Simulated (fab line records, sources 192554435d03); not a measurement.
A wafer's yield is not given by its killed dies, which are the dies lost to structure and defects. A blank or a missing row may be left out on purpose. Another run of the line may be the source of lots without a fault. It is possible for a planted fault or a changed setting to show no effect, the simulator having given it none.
Which of the tools did it? ; flow n5-finfet ; 12 lots with 36 wafers sampled at 3 steps, on a route of 1938 steps

WHAT THE GAUGES READ, wafer by wafer
N5_BEOL_M14_CD_MEAS_10 targets a cd of 250 nm.
lot;measured;on;cd-nm (nm)
L077;day 12 09:02;cd-sem-02;252.4 249.1 250.6
L079;day 13 03:53;cd-sem-01;251.8 247.7 248.0
L080;day 13 14:47;cd-sem-01;250.2 251.6 251.5
L074;day 13 16:05;cd-sem-03;247.3 248.9 251.3
L084;day 14 01:37;cd-sem-02;251.7 250.2 252.1
L085;day 14 05:46;cd-sem-02;250.2 249.3 246.2
L087;day 15 19:11;cd-sem-01;250.5 251.9 251.4
L089;day 15 23:51;cd-sem-01;249.2 249.3 251.6
L090;day 16 12:39;cd-sem-02;251.5 251.2 248.8
L093;day 17 06:42;cd-sem-02;250.9 251.2 254.3
L095;day 17 14:58;cd-sem-02;250.4 247.8 249.8
L097;day 17 23:27;cd-sem-01;250.4 251.9 249.6

WHAT TOOL EACH LOT RAN ON (gives the tool, then ch and the chambers of the sampled wafers, and finally the start)
lot;N5_BEOL_M13_ILD_DEP_00;N5_BEOL_M13_ETCH_59
L077;pecvd-02 ch 0,2, day 12 03:53;rie-diel-06 ch 1,3, day 12 04:35
L079;pecvd-01 ch 0,2, day 12 22:49;rie-diel-06 ch 0,1,3, day 12 23:25
L080;pecvd-04 ch 1,2, day 13 02:43;rie-diel-02 ch 1,2,3, day 13 03:25
L074;pecvd-01 ch 0,1,2, day 13 10:48;rie-diel-06 ch 1,2,3, day 13 11:32
L084;pecvd-04 ch 1,2, day 13 20:40;rie-diel-02 ch 1,3, day 13 21:14
L085;pecvd-01 ch 1,2, day 13 21:50;rie-diel-02 ch 0,2, day 13 23:41
L087;pecvd-04 ch 0,2, day 15 11:29;rie-diel-02 ch 0,1,3, day 15 12:11
L089;pecvd-04 ch 0,2, day 15 18:07;rie-diel-02 ch 0,2,3, day 15 19:04
L090;pecvd-04 ch 0,1,2, day 16 04:35;rie-diel-06 ch 0,3, day 16 05:45
L093;pecvd-04 ch 0,1,2, day 16 21:28;rie-diel-02 ch 0,2,3, day 16 22:02
L095;pecvd-01 ch 0,2, day 17 09:39;rie-diel-06 ch 0,1,2, day 17 10:22
L097;pecvd-02 ch 0,1,2, day 17 14:29;rie-diel-04 ch 1,2,3, day 17 15:12
- N5_BEOL_M13_ILD_DEP_00: deposits SiOC from DEMS/O2, target thk 837.92 nm, time 166.4 s.
- N5_BEOL_M13_ETCH_59: etches BARC in N2/H2, target depth 89 nm, overetch 26.7 nm, time 67.9 s.

THE ANSWER, worked out from the rows above alone
Rule: the usual values come from the lots themselves. Put in order of their means at a reading, lots are off if they are a third of the lots or fewer, leave a main group of 4 or more, and stand apart from it by a gap of 3 or more times the standard deviation of the main group's means; of several such gaps the widest counts. A main group whose means are all the same, to the digits that the tables above print for the reading, isn't used. A lot without any number at a reading at which 4 lots or more have one is off too. Any other lot the step has rows for is counted as sound.
None of the lots is off at any reading shown; this tells nothing.

WHAT HAD BEEN PUT IN BY THE SIMULATOR
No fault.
